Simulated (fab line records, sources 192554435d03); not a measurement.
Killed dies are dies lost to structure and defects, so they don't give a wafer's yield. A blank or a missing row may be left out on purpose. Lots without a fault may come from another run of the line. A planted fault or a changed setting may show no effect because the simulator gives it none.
Which tool did it? | flow n5_finfet | 10 lots, 30 wafers sampled, at 1 step of a route of 1938

WHAT THE GAUGES READ, wafer by wafer
N5_BEOL_M10_INSPECT_30: inspects for defects (brightfield).
lot  | measured     | on                | raw_defect_count
L968 | day 11 00:47 | defect_inspect-01 | 349 593 477
L969 | day 11 09:11 | defect_inspect-02 | 468 511 534
L971 | day 11 14:23 | defect_inspect-01 | 303 444 324
L975 | day 12 10:02 | defect_inspect-02 | 369 415 339
L972 | day 12 10:27 | defect_inspect-01 | 373 390 361
L974 | day 12 17:55 | defect_inspect-02 | 453 381 497
L980 | day 13 11:35 | defect_inspect-01 | 409 384 386
L984 | day 15 04:12 | defect_inspect-01 | 506 266 432
L986 | day 15 04:22 | defect_inspect-02 | 560 574 610
L990 | day 17 00:28 | defect_inspect-02 | 299 347 229

WHICH TOOL RAN EACH LOT (tool, then ch and the chambers of the sampled wafers, then the start)
The record holds no process step before these readings.

THE ANSWER, worked out from the rows above alone
Rule: what is usual is taken from the lots themselves. Put in order of their means at a reading, lots are off if they are a third of the lots or fewer, leave a main group of 4 or more, and stand apart from it by a gap of 3 or more times the standard deviation of the main group's means; of several such gaps the widest counts. A main group whose means are all the same, to the digits that the tables above print for the reading, isn't used. A lot without any number at a reading at which 4 lots or more have one is off too. The other lots that the step has rows for count as sound.
No lot is off at any reading shown: from this, nothing can be told.

WHAT THE SIMULATOR HAD PUT IN
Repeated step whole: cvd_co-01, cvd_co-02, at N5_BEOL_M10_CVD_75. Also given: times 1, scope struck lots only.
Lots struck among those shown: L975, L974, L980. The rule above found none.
